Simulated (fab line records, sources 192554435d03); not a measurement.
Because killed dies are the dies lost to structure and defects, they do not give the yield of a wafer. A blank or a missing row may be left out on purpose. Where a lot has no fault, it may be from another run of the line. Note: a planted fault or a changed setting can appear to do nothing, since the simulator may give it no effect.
fab line records + flow n5_finfet
[record]
- lots = 10
- wafers = 30
- last_day = 18
route steps=1938 shown BEOL_M8@1392 BEOL_M9@1403
lots that met no fault: from a run of the same line without faults
start_h: hours from the record's opening day to when the first of the lot's shown wafers began + wait_h: hours from the lot's prior step to this one + " same as the row above + L1.1+2: a single row standing in for several wafers + - no value, or no start was given + * or withheld: withheld + < > ~ a bound
route shown NAME@n: names a module that has steps shown in the file, with the first one's number in the route + usual: average and standard deviation across the fault-free wafers + same: alike in all rows + chamber/n: place in a boat + sites: per-site readings + _std_site: standard deviation of those values + _edge_site: mean of outer sites minus mean of inner sites + radius_mm: how far each site lies from the wafer's centre + mask NAME#n: copy n + behind: the most recent tool/chamber to have shaped the wafer + hold: why the lot was held/for how many hours/how that ended + device: transistor that didn't switch, given as n, p or np + end of line: the route-end tests of the same wafers + for a step that has no rows: nothing shown but its recipe + killed: dies lost to structure and defects at the first sort, not the wafer's yield + map: shows each die of a wafer: x if killed, . if not, _ if none is there
set.NAME: setting as actually run; set.NAME@STEP: the setting as run at that earlier step + model.NAME: the simulator's own value behind a step, which no gauge read
route steps across a sampled set of lots; one table per step, one row per wafer
services: when a tool's chamber went out of use (start_h, in hours from the record's first day, below 0 if earlier), for how many hours, and the reason
[[steps]]
[step N5_BEOL_M8_SPUTTER_48]
[recipe]
- material = Cu
- target_thk_a = 100
- temp_c = -20
- bias_v = 60
- power_w = 26000
- chamber_pressure_pa = 0.13
- time_s = 1.667
[usual]
- throttle_valve_pct = 29.4/1.1
| lot.wafer | tool           | chamber | start_h | wait_h | throttle_valve_pct |
|-----------|----------------|---------|---------|--------|--------------------|
| L425.2    | pvd_sputter-02 | -       | 209.85  | 0.2    | 29.7               |
| L425.4    | "              | -       | "       | "      | 30.8               |
| L425.5    | "              | -       | "       | "      | 29.7               |
| L424.2    | pvd_sputter-01 | -       | 217.30  | 0.1    | 30.0               |
| L424.3    | "              | -       | "       | "      | 30.4               |
| L424.6    | "              | -       | "       | "      | 29.3               |
| L431.1    | pvd_sputter-03 | -       | 259.97  | 0.1    | 27.4               |
| L431.3    | "              | -       | "       | "      | 30.4               |
| L431.6    | "              | -       | "       | "      | 27.6               |
| L436.3    | pvd_sputter-03 | -       | 287.23  | 1.8    | 30.3               |
| L436.4    | "              | -       | "       | "      | 29.5               |
| L436.5    | "              | -       | "       | "      | 29.4               |
| L437.2    | pvd_sputter-03 | -       | 287.53  | 0.2    | 29.9               |
| L437.3    | "              | -       | "       | "      | 30.4               |
| L437.5    | "              | -       | "       | "      | 30.3               |
| L438.3    | pvd_sputter-03 | -       | 295.54  | 1.6    | 29.8               |
| L438.5    | "              | -       | "       | "      | 29.8               |
| L438.6    | "              | -       | "       | "      | 30.3               |
| L439.1    | pvd_sputter-02 | -       | 302.47  | 0.2    | 30.8               |
| L439.2    | "              | -       | "       | "      | 30.0               |
| L439.3    | "              | -       | "       | "      | 28.2               |
| L444.1    | pvd_sputter-01 | -       | 342.82  | 0.1    | 29.3               |
| L444.4    | "              | -       | "       | "      | 27.5               |
| L444.5    | "              | -       | "       | "      | 30.1               |
| L446.1    | pvd_sputter-03 | -       | 344.21  | 0.1    | 29.7               |
| L446.3    | "              | -       | "       | "      | 29.3               |
| L446.4    | "              | -       | "       | "      | 30.2               |
| L447.3    | pvd_sputter-02 | -       | 354.92  | 0.1    | 29.8               |
| L447.5    | "              | -       | "       | "      | 27.7               |
| L447.6    | "              | -       | "       | "      | 30.5               |
[step N5_BEOL_M9_THK_MEAS_01]
[recipe]
- reads = SiCOH_lowk_of_BEOL_M9_ILD_DEP_00
[usual]
- M9_ILD_THK = 268/3.3
| lot.wafer | tool          | chamber | start_h | wait_h | M9_ILD_THK[nm] |
|-----------|---------------|---------|---------|--------|----------------|
| L425.2    | film_metro-01 | -       | 211.57  | 0.4    | 268            |
| L425.4    | "             | -       | "       | "      | 269            |
| L425.5    | "             | -       | "       | "      | 272            |
| L424.2    | film_metro-01 | -       | 219.05  | 0.4    | 265            |
| L424.3    | "             | -       | "       | "      | 266            |
| L424.6    | "             | -       | "       | "      | 271            |
| L431.1    | film_metro-01 | -       | 262.16  | 0.8    | 265            |
| L431.3    | "             | -       | "       | "      | 267            |
| L431.6    | "             | -       | "       | "      | 273            |
| L437.2    | film_metro-02 | -       | 289.12  | 0.4    | 262            |
| L437.3    | "             | -       | "       | "      | 260            |
| L437.5    | "             | -       | "       | "      | 267            |
| L436.3    | film_metro-01 | -       | 289.31  | 0.5    | 264            |
| L436.4    | "             | -       | "       | "      | 271            |
| L436.5    | "             | -       | "       | "      | 269            |
| L438.3    | film_metro-02 | -       | 297.14  | 0.3    | 265            |
| L438.5    | "             | -       | "       | "      | 267            |
| L438.6    | "             | -       | "       | "      | 267            |
| L439.1    | film_metro-02 | -       | 304.50  | 0.4    | 266            |
| L439.2    | "             | -       | "       | "      | 268            |
| L439.3    | "             | -       | "       | "      | 268            |
| L444.1    | film_metro-01 | -       | 345.36  | 0.4    | 267            |
| L444.4    | "             | -       | "       | "      | 270            |
| L444.5    | "             | -       | "       | "      | 270            |
| L446.1    | film_metro-01 | -       | 345.94  | 0.4    | 263            |
| L446.3    | "             | -       | "       | "      | 266            |
| L446.4    | "             | -       | "       | "      | 266            |
| L447.3    | film_metro-01 | -       | 356.61  | 0.3    | 262            |
| L447.5    | "             | -       | "       | "      | 272            |
| L447.6    | "             | -       | "       | "      | 269            |
[step N5_BEOL_M9_DESCUM_16]
[recipe]
- chemistry = O2
- time_s = 7.9
- source_power_w = 50
- bias_power_w = 20
- pressure_mtorr = 20
- rf_frequency_hz = 2.712e+07
- temp_c = 40
- resist = CAR-ArF
- o2_flow_sccm = 225
[usual]
- drypump_motor_current_A = 5.41/0.29
- oes_product_au = 0.81/0.1
- rf_vpp_V = 243.4/1.2
- showerhead_plenum_p_Torr = 2.11/0.05
- throttle_valve_pct = 20.36/0.24
| lot.wafer | tool        | chamber | start_h | wait_h | drypump_motor_current_A | oes_product_au | rf_hours_counter_h | rf_vpp_V | showerhead_plenum_p_Torr | throttle_valve_pct |
|-----------|-------------|---------|---------|--------|-------------------------|----------------|--------------------|----------|--------------------------|--------------------|
| L425.2    | rie_diel-05 | 0       | 214.14  | 0.2    | 5.05                    | 1.03           | 0                  | 244.5    | 2.12                     | 20.24              |
| L425.4    | "           | 1       | "       | "      | 5.46                    | 0.90           | 35                 | 241.5    | 2.05                     | 20.04              |
| L425.5    | "           | 0       | "       | "      | 5.01                    | 1.02           | -                  | 244.9    | 2.12                     | 20.22              |
| L424.2    | rie_diel-03 | 2       | 222.22  | 0.0    | 5.24                    | 0.67           | 243                | 242.3    | 2.07                     | 20.64              |
| L424.3    | "           | 0       | "       | "      | 5.93                    | 0.71           | 205                | 243.2    | 2.07                     | 20.17              |
| L424.6    | "           | 1       | "       | "      | 5.28                    | 0.80           | -                  | 244.8    | 2.21                     | 20.42              |
| L431.1    | rie_diel-05 | 1       | 264.97  | 0.0    | 5.43                    | 0.88           | 50                 | 241.8    | 2.04                     | 20.07              |
| L431.3    | "           | 2       | "       | "      | 5.69                    | 0.88           | 31                 | 244.1    | 2.13                     | 20.12              |
| L431.6    | "           | 1       | "       | "      | 5.45                    | 0.87           | -                  | 242.5    | 2.04                     | 20.08              |
| L437.2    | rie_diel-06 | 2       | 290.26  | 0.0    | 5.88                    | 0.72           | 219                | 244.4    | 2.08                     | 20.86              |
| L437.3    | "           | 1       | "       | "      | 5.45                    | 0.90           | 28                 | 243.7    | 2.12                     | 20.13              |
| L437.5    | "           | 1       | "       | "      | 5.43                    | 0.90           | -                  | 243.4    | 2.12                     | 20.12              |
| L436.3    | rie_diel-05 | 3       | 290.55  | 0.2    | 5.32                    | 0.71           | 194                | 242.3    | 2.07                     | 20.51              |
| L436.4    | "           | 0       | "       | "      | 5.00                    | 0.94           | 22                 | 243.8    | 2.11                     | 20.29              |
| L436.5    | "           | 1       | "       | "      | 5.44                    | 0.86           | -                  | 241.4    | 2.04                     | 20.08              |
| L438.3    | rie_diel-03 | 1       | 298.05  | 0.0    | 5.26                    | 0.77           | 97                 | 244.2    | 2.20                     | 20.45              |
| L438.5    | "           | 0       | "       | "      | 5.93                    | 0.69           | -                  | 244.7    | 2.06                     | 20.21              |
| L438.6    | "           | 3       | "       | "      | 5.14                    | 0.93           | -                  | 242.8    | 2.12                     | 20.23              |
| L439.1    | rie_diel-06 | 0       | 306.31  | 0.0    | 5.11                    | 0.71           | 185                | 243.8    | 2.18                     | 20.43              |
| L439.2    | "           | 2       | "       | "      | 5.88                    | 0.71           | 225                | 241.9    | 2.07                     | 20.85              |
| L439.3    | "           | 1       | "       | "      | 5.44                    | 0.89           | 34                 | 243.8    | 2.12                     | 20.13              |
| L444.1    | rie_diel-03 | 0       | 347.78  | 0.0    | 5.93                    | 0.68           | 245                | 243.0    | 2.06                     | 20.24              |
| L444.4    | "           | 3       | "       | "      | 5.12                    | 0.88           | 32                 | 243.4    | 2.11                     | 20.26              |
| L444.5    | "           | 2       | "       | "      | 5.22                    | 0.88           | -                  | 243.3    | 2.06                     | 20.28              |
| L446.1    | rie_diel-06 | 2       | 348.28  | 0.1    | 5.90                    | 0.71           | 237                | 243.0    | 2.07                     | 20.86              |
| L446.3    | "           | 0       | "       | "      | 5.10                    | 0.71           | 197                | 243.5    | 2.17                     | 20.43              |
| L446.4    | "           | 3       | "       | "      | 5.34                    | 0.67           | 218                | 243.9    | 2.07                     | 20.71              |
| L447.3    | rie_diel-06 | 0       | 360.89  | 0.1    | 5.09                    | 0.70           | 201                | 244.5    | 2.17                     | 20.45              |
| L447.5    | "           | 1       | "       | "      | 5.44                    | 0.86           | -                  | 244.1    | 2.11                     | 20.15              |
| L447.6    | "           | 2       | "       | "      | 5.91                    | 0.70           | -                  | 240.8    | 2.07                     | 20.86              |
[step N5_BEOL_M9_ETCH_61]
[recipe]
- chemistry = CF4
- target = SiARC
- target_depth_a = 390
- mask_material = CAR-ArF
- time_s = 65
- ion_energy_ev = 80
- pressure_mtorr = 40
- source_w = 545
- bias_w = 36
- Ar_flow_sccm = 100
- cf4_flow_sccm = 100
- ends = cleared
[usual]
- drypump_motor_current_A = 5.41/0.29
- etch_rf_on_time_s = 64.8/1.3
- oes_product_au = 0.69/0.086
- rf_fwd_power_W = 538.2/2.8
- rf_vpp_V = 184.3/0.96
- showerhead_plenum_p_Torr = 2.16/0.054
- throttle_valve_pct = 15.56/0.23
| lot.wafer | tool        | chamber | start_h | wait_h | drypump_motor_current_A | etch_rf_on_time_s | oes_product_au | rf_fwd_power_W | rf_hours_counter_h | rf_vpp_V | showerhead_plenum_p_Torr | throttle_valve_pct |
|-----------|-------------|---------|---------|--------|-------------------------|-------------------|----------------|----------------|--------------------|----------|--------------------------|--------------------|
| L425.2    | rie_diel-05 | 0       | 214.17  | 0.0    | 5.01                    | 65.0              | 0.87           | 541.2          | 0                  | 184.2    | 2.19                     | 15.51              |
| L425.4    | "           | 1       | "       | "      | 5.44                    | 64.1              | 0.77           | 535.0          | 35                 | 183.5    | 2.09                     | 15.14              |
| L425.5    | "           | 0       | "       | "      | 5.01                    | 65.2              | 0.86           | 540.2          | -                  | 185.6    | 2.19                     | 15.50              |
| L424.2    | rie_diel-03 | 2       | 222.25  | 0.0    | 5.24                    | 66.0              | 0.58           | 535.7          | 243                | 185.3    | 2.11                     | 15.83              |
| L424.3    | "           | 0       | "       | "      | 5.93                    | 66.4              | 0.60           | 538.9          | 205                | 185.0    | 2.11                     | 15.41              |
| L424.6    | "           | 1       | "       | "      | 5.28                    | 64.9              | 0.68           | 540.0          | -                  | 185.0    | 2.27                     | 15.60              |
| L431.1    | rie_diel-05 | 1       | 265.01  | 0.0    | 5.46                    | 53.4              | 0.83           | 661.7          | 50                 | 170.5    | 2.09                     | 15.17              |
| L431.3    | "           | 2       | "       | "      | 5.68                    | 51.5              | 0.88           | 667.9          | 31                 | 171.4    | 2.18                     | 15.28              |
| L431.6    | "           | 1       | "       | "      | 5.45                    | 53.8              | 0.83           | 662.9          | -                  | 169.8    | 2.09                     | 15.17              |
| L437.2    | rie_diel-06 | 2       | 290.29  | 0.0    | 5.91                    | 64.4              | 0.62           | 536.5          | 219                | 184.9    | 2.12                     | 16.00              |
| L437.3    | "           | 1       | "       | "      | 5.44                    | 63.4              | 0.76           | 534.2          | 28                 | 183.7    | 2.19                     | 15.40              |
| L437.5    | "           | 1       | "       | "      | 5.47                    | 64.3              | 0.75           | 534.8          | -                  | 185.4    | 2.19                     | 15.40              |
| L436.3    | rie_diel-05 | 3       | 290.59  | 0.0    | 5.31                    | 54.3              | 0.67           | 672.7          | 194                | 170.8    | 2.11                     | 15.69              |
| L436.4    | "           | 0       | "       | "      | 5.01                    | 53.3              | 0.89           | 669.0          | 22                 | 170.8    | 2.19                     | 15.55              |
| L436.5    | "           | 1       | "       | "      | 5.45                    | 53.4              | 0.83           | 663.9          | -                  | 171.2    | 2.08                     | 15.18              |
| L438.3    | rie_diel-03 | 1       | 298.09  | 0.0    | 5.29                    | 64.8              | 0.66           | 538.5          | 97                 | 186.6    | 2.26                     | 15.66              |
| L438.5    | "           | 0       | "       | "      | 5.94                    | 67.1              | 0.58           | 539.3          | -                  | 181.9    | 2.10                     | 15.46              |
| L438.6    | "           | 3       | "       | "      | 5.15                    | 63.7              | 0.78           | 539.7          | -                  | 185.1    | 2.18                     | 15.48              |
| L439.1    | rie_diel-06 | 0       | 306.35  | 0.0    | 5.09                    | 63.1              | 0.61           | 533.8          | 185                | 185.4    | 2.21                     | 15.59              |
| L439.2    | "           | 2       | "       | "      | 5.89                    | 64.3              | 0.62           | 536.7          | 225                | 183.9    | 2.12                     | 16.02              |
| L439.3    | "           | 1       | "       | "      | 5.45                    | 63.3              | 0.75           | 534.3          | 34                 | 184.8    | 2.18                     | 15.43              |
| L444.1    | rie_diel-03 | 0       | 347.81  | 0.0    | 5.93                    | 67.4              | 0.57           | 539.4          | 245                | 182.7    | 2.10                     | 15.49              |
| L444.4    | "           | 3       | "       | "      | 5.14                    | 65.0              | 0.75           | 540.8          | 32                 | 184.4    | 2.18                     | 15.53              |
| L444.5    | "           | 2       | "       | "      | 5.21                    | 65.9              | 0.75           | 538.8          | -                  | 184.8    | 2.10                     | 15.40              |
| L446.1    | rie_diel-06 | 2       | 348.32  | 0.0    | 5.90                    | 65.1              | 0.61           | 535.0          | 237                | 183.6    | 2.12                     | 16.05              |
| L446.3    | "           | 0       | "       | "      | 5.09                    | 63.7              | 0.60           | 534.7          | 197                | 186.2    | 2.21                     | 15.60              |
| L446.4    | "           | 3       | "       | "      | 5.33                    | 65.4              | 0.59           | 541.8          | 218                | 183.1    | 2.13                     | 15.91              |
| L447.3    | rie_diel-06 | 0       | 360.93  | 0.0    | 5.07                    | 63.0              | 0.61           | 535.2          | 201                | 184.3    | 2.20                     | 15.63              |
| L447.5    | "           | 1       | "       | "      | 5.41                    | 63.1              | 0.73           | 534.3          | -                  | 184.2    | 2.18                     | 15.44              |
| L447.6    | "           | 2       | "       | "      | 5.92                    | 64.6              | 0.61           | 535.4          | -                  | 184.5    | 2.12                     | 16.05              |
[[services]]
| tool           | chamber | start_h | hours | kind                          |
|----------------|---------|---------|-------|-------------------------------|
| rie_diel-03    | 3       | 207.89  | 9.7   | repair                        |
| rie_diel-03    | 3       | 218.18  | -     | clean                         |
| rie_diel-03    | 3       | 218.18  | -     | consumable_replace:focus_ring |
| rie_diel-03    | 3       | 218.18  | 18.2  | scheduled_down                |
| rie_diel-03    | 3       | 218.18  | 18.2  | vent_cycle                    |
| rie_diel-03    | -       | 223.67  | 1.2   | repair                        |
| rie_diel-06    | 3       | 226.39  | 4.2   | repair                        |
| rie_diel-06    | 2       | 227.03  | 16.7  | repair                        |
| pvd_sputter-02 | -       | 239.55  | 2.6   | repair                        |
| rie_diel-03    | 2       | 249.30  | -     | clean                         |
| rie_diel-03    | 2       | 249.30  | -     | consumable_replace:focus_ring |
| rie_diel-03    | 2       | 249.30  | 16.8  | scheduled_down                |
| rie_diel-03    | 2       | 249.30  | 16.8  | vent_cycle                    |
| rie_diel-03    | -       | 252.99  | 2.8   | pm                            |
| rie_diel-03    | 3       | 257.10  | 10.3  | repair                        |
| rie_diel-03    | 0       | 275.51  | 4.4   | repair                        |
| rie_diel-03    | -       | 281.98  | 0.1   | repair                        |
| rie_diel-06    | 0       | 287.29  | 12.3  | repair                        |
| rie_diel-05    | 2       | 295.07  | 17.0  | repair                        |
| pvd_sputter-01 | -       | 306.96  | 5.3   | repair                        |
| rie_diel-05    | 2       | 316.07  | 4.0   | repair                        |
| rie_diel-03    | 3       | 317.28  | 3.7   | repair                        |
| pvd_sputter-01 | -       | 347.23  | 7.8   | repair                        |
| rie_diel-03    | 0       | 360.38  | -     | clean                         |
[[key]]
[first_sign]
- step = N5_BEOL_M9_ETCH_61
- reading = rf_fwd_power_W
- direction = up
- sigmas = 46
- usual = *
- struck = *
[effect]
- step = N5_BEOL_M9_ETCH_61
- reading = rf_vpp_V
- direction = down
- sigmas = 14
- usual = 184.3
- struck = 170.8
met_at N5_BEOL_M9_ETCH_61
struck_lots L431,L436
not_acting_at N5_BEOL_M8_SPUTTER_48,N5_BEOL_M9_THK_MEAS_01,N5_BEOL_M9_DESCUM_16
onset_between 214.17 265.01
[fault]
- kind = process_parameter_drift
- tool = rie_diel-05
- chamber = -
- onset_h = 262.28
- steps = N5_BEOL_M9_ETCH_61
- channel = source_w
- offset = 130.8
- shape = step
- end_h = 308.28
- acts_in = these_recipes_only
- stated = 545
